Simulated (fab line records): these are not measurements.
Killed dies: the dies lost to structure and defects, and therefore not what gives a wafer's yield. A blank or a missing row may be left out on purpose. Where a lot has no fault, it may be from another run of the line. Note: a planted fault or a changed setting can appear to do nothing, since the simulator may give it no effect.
Split-lot trial + flow n5 finfet + route with 1938 steps; 7 lots, 39 wafers read

== THE SPLIT ITSELF ==
At N5_STI_FIN_REVEAL_ETCHBACK_08 (etches SiO2 in C4F6/O2, target depth 30.5 nm, time 10.167 s), the setting target depth a was moved away from the recipe's 305 angstrom on 15 of the 39 wafers read, by -39.0% to +57.6%. This setting was run at the recipe's value on the other wafers.

== FROM THE SPLIT TO THE READING: what the file shows between them, 3 steps ==
- N5_STI_FIN_REVEAL_STRIP_24: strips in N2/H2, time 90 s
- N5_STI_FIN_REVEAL_PRECLEAN_25: cleans in SPM, time 90 s
- N5_STI_FIN_REVEAL_SRD_23: time 30 s

== THE READING ==
trench depth nm, in nm, at N5_STI_FIN_REVEAL_FIN_H_MEAS_10. Fault-free wafers of this fab line usually give 52.1 nm, standard deviation 0.65 nm.

| wafer  | tool, chamber at the split | target depth a as run, angstrom | against the recipe | trench depth nm, nm | against lot-mates on the recipe |
|--------|----------------------------|---------------------------------|--------------------|---------------------|---------------------------------|
| L076.1 | rie diel-01, 2,0,2         | 305                             | recipe             | 51.2                | -                               |
| L076.2 | rie diel-01, 3,1,3         | 480.8                           | +57.6%             | 69.4                | +18.3                           |
| L076.3 | rie diel-01, 3,1,3         | 480.8                           | +57.6%             | 69.8                | +18.7                           |
| L076.4 | rie diel-01, 2,0,2         | 305                             | recipe             | 50.6                | -                               |
| L076.5 | rie diel-01, 3,1,3         | 480.8                           | +57.6%             | 69.9                | +18.8                           |
| L076.6 | rie diel-01, 2,0,2         | 305                             | recipe             | 51.5                | -                               |
| L081.1 | rie diel-01, 1,3,0         | 305                             | recipe             | 52.8                | -                               |
| L081.2 | rie diel-01, 1,3,0         | 305                             | recipe             | 52.7                | -                               |
| L081.3 | rie diel-01, 1,3,0         | 305                             | recipe             | 51.0                | -                               |
| L081.4 | rie diel-01, 2,1,0         | 186.1                           | -39.0%             | 40.1                | -12.1                           |
| L081.5 | rie diel-01, 2,1,0         | 186.1                           | -39.0%             | 41.0                | -11.2                           |
| L081.6 | rie diel-01, 2,1,0         | 186.1                           | -39.0%             | 39.9                | -12.3                           |
| L082.1 | rie diel-01, 0,3,1,2,1,2   | 305                             | recipe             | 51.2                | -                               |
| L082.2 | rie diel-01, 0,3,1,2,1,2   | 305                             | recipe             | 51.8                | -                               |
| L082.3 | rie diel-01, 0,3,1,2,1,2   | 305                             | recipe             | 51.7                | -                               |
| L082.4 | rie diel-01, 0,3,1,2,1,2   | 305                             | recipe             | 51.8                | -                               |
| L082.5 | rie diel-01, 0,3,1,2,1,2   | 305                             | recipe             | 51.4                | -                               |
| L082.6 | rie diel-01, 0,3,1,2,1,2   | 305                             | recipe             | 51.7                | -                               |
| L085.1 | rie diel-06, 3,2,1         | 236.5                           | -22.5%             | 45.7                | -6.0                            |
| L085.2 | rie diel-06, 0,1,0         | 305                             | recipe             | 51.3                | -                               |
| L085.3 | rie diel-06, 3,2,1         | 236.5                           | -22.5%             | 44.9                | -6.8                            |
| L085.4 | rie diel-06, 0,1,0         | 305                             | recipe             | 52.2                | -                               |
| L085.5 | rie diel-06, 0,1,0         | 305                             | recipe             | 51.7                | -                               |
| L085.6 | rie diel-06, 3,2,1         | 236.5                           | -22.5%             | 45.2                | -6.5                            |
| L091.3 | rie diel-06, 3,3,2         | 305                             | recipe             | 52.9                | -                               |
| L091.5 | rie diel-06, 3,3,2         | 305                             | recipe             | 52.4                | -                               |
| L091.6 | rie diel-06, 3,3,2         | 305                             | recipe             | 52.2                | -                               |
| L094.1 | rie diel-03, 1,2,0         | 305                             | recipe             | 53.2                | -                               |
| L094.2 | rie diel-03, 0,2,1         | 237.2                           | -22.2%             | 46.3                | -6.0                            |
| L094.3 | rie diel-03, 1,2,0         | 305                             | recipe             | 51.1                | -                               |
| L094.4 | rie diel-03, 0,2,1         | 237.2                           | -22.2%             | 45.1                | -7.2                            |
| L094.5 | rie diel-03, 0,2,1         | 237.2                           | -22.2%             | 45.9                | -6.4                            |
| L094.6 | rie diel-03, 1,2,0         | 305                             | recipe             | 52.7                | -                               |
| L095.1 | rie diel-03, 0,1,2         | 196.1                           | -35.7%             | 41.6                | -10.9                           |
| L095.2 | rie diel-03, 2,0,1         | 305                             | recipe             | 51.6                | -                               |
| L095.3 | rie diel-03, 0,1,2         | 196.1                           | -35.7%             | 41.9                | -10.6                           |
| L095.4 | rie diel-03, 2,0,1         | 305                             | recipe             | 52.8                | -                               |
| L095.5 | rie diel-03, 2,0,1         | 305                             | recipe             | 53.2                | -                               |
| L095.6 | rie diel-03, 0,1,2         | 196.1                           | -35.7%             | 40.7                | -11.8                           |
Rows listing several chambers each stand for several wafers; the file does not say which wafer went through which chamber.

FIT RESULTS
A straight line over all 39 wafers: trench depth nm changes by +0.302 nm for each +1% of target depth a; r = +1.00; the points scatter about the line by 0.67 nm.
The same after taking each lot's own level away (the mean of its wafers on the recipe; 39 wafers): +0.314 nm for each +1%; r = +1.00; scatter 0.56 nm.
On that fit, the largest move of target depth a shifts the reading by 18 nm.
The span of the lots' own levels, 51.10 to 52.53 nm, comes to 2.2 times the standard deviation stated above.
The two slopes agree, so the slope changes little with the lot-to-lot level.
Check: +18.2 nm against its lot-mates is what the line predicts for one of the wafers moved furthest among these (+57.6%) when that wafer is left out of the fit. It came out at +18.3 nm against them.

== FILE'S OWN FIT ==
trench depth nm changes by +0.312 nm for each +1% of target depth a, r = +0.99.
